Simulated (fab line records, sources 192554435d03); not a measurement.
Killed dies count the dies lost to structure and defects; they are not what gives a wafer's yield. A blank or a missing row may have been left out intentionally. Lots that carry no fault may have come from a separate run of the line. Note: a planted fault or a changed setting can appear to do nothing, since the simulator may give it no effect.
Split-lot study -- flow n5 finfet -- 21 wafers read from 7 lots, route of 1938 steps

== ON THE SPLIT ==
At N5_BEOL_M9_ETCH_66 (etches SOC in N2/H2, target depth 80 nm, overetch 16 nm, time 120 s), the setting time s was moved away from the recipe's 120 s on 7 of the 21 wafers read, by -21.5% to +14.7%. All remaining wafers had this setting at the recipe value.

The reading comes from the split's own step.

== THE READING ==
SiARC_of_BEOL_M9_COAT_64.thk nm (the simulator's own value, which no gauge read), in nm, at N5_BEOL_M9_ETCH_66 (etches SOC in N2/H2, target depth 80 nm, overetch 16 nm, time 120 s). No usual value for it is given in the file. The 14 wafers here that ran the recipe average 6.5 nm, standard deviation 0.14 nm.

wafer,"tool, chamber at the split","time s as run, s",against the recipe,"SiARC_of_BEOL_M9_COAT_64.thk nm, nm",against lot-mates on the recipe
L076.2,"rie diel-04, 3",120,recipe,6.2,-
L076.3,"rie diel-04, 1",94.17,-21.5%,7.4,+1.2
L076.5,"rie diel-04, 1",94.17,-21.5%,7.4,+1.2
L074.1,"rie diel-03, 2,3",120,recipe,6.6,-
L074.5,"rie diel-03, 2,3",120,recipe,6.6,-
L074.3,"rie diel-03, 1",120,recipe,6.4,-
L082.4,"rie diel-03, 3,2",120,recipe,6.6,-
L082.6,"rie diel-03, 3,2",120,recipe,6.6,-
L082.5,"rie diel-03, 1",120,recipe,6.4,-
L083.1,"rie diel-02, 1,3,1",120,recipe,6.4,-
L083.3,"rie diel-02, 1,3,1",120,recipe,6.4,-
L083.5,"rie diel-02, 1,3,1",120,recipe,6.4,-
L084.2,"rie diel-02, 1",120,recipe,6.6,-
L084.3,"rie diel-02, 3",97.28,-18.9%,7.4,+1.0
L084.4,"rie diel-02, 2",120,recipe,6.2,-
L088.1,"rie diel-03, 1,0,3",137.6,+14.7%,5.6,no lot-mate on the recipe
L088.2,"rie diel-03, 1,0,3",137.6,+14.7%,5.6,no lot-mate on the recipe
L088.3,"rie diel-03, 1,0,3",137.6,+14.7%,5.6,no lot-mate on the recipe
L090.1,"rie diel-03, 2",106.8,-11.0%,7.2,+0.7
L090.2,"rie diel-03, 3",120,recipe,6.6,-
L090.4,"rie diel-03, 1",120,recipe,6.4,-
Rows listing several chambers each stand for several wafers; the file does not say which wafer went through which chamber.

THE FIT
A straight line over all 21 wafers: SiARC_of_BEOL_M9_COAT_64.thk nm changes by -0.0512 nm for each +1% of time s; r = -0.97; the points scatter about the line by 0.14 nm.
The same after taking each lot's own level away (the mean of its wafers on the recipe; 18 wafers): -0.0555 nm for each +1%; r = -0.98; scatter 0.1 nm.
The reading moves by 1.2 nm for the largest change in time s, on that fit.
From 6.20 to 6.53 nm: that is the span of the lots' own levels, equal to 2.4 times the standard deviation above.
The two slopes are in agreement: the lot-to-lot level therefore moves the slope only a little.
Check: with one of the wafers moved furthest among these (-21.5%) left out of the fit, the line predicts +1.2 nm for it against its lot-mates. Against them it came out at +1.2 nm.

== FURTHER SPLITS ON THESE WAFERS ==
Note: prior to the reading, these wafers also went through further splits. Each is held against what the fit with the lots' levels taken away leaves over:
other split on the same wafers,wafers away from the commonest value,r with SiARC_of_BEOL_M9_COAT_64.thk nm (lot level and that fit taken away)
N5_BEOL_M7_EXPOSE_08 dose mj,6,+0.10
N5_BEOL_M7_TRENCH_ETCH_37 source w,9,+0.14
N5_BEOL_M7_ETCH_41 bias w,7,+0.13
N5_BEOL_M8_COAT_22 spin rpm,11,+0.07

== FILE'S OWN FIT ==
SiARC_of_BEOL_M9_COAT_64.thk nm changes by -0.0556 nm for each +1% of time s, r = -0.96.
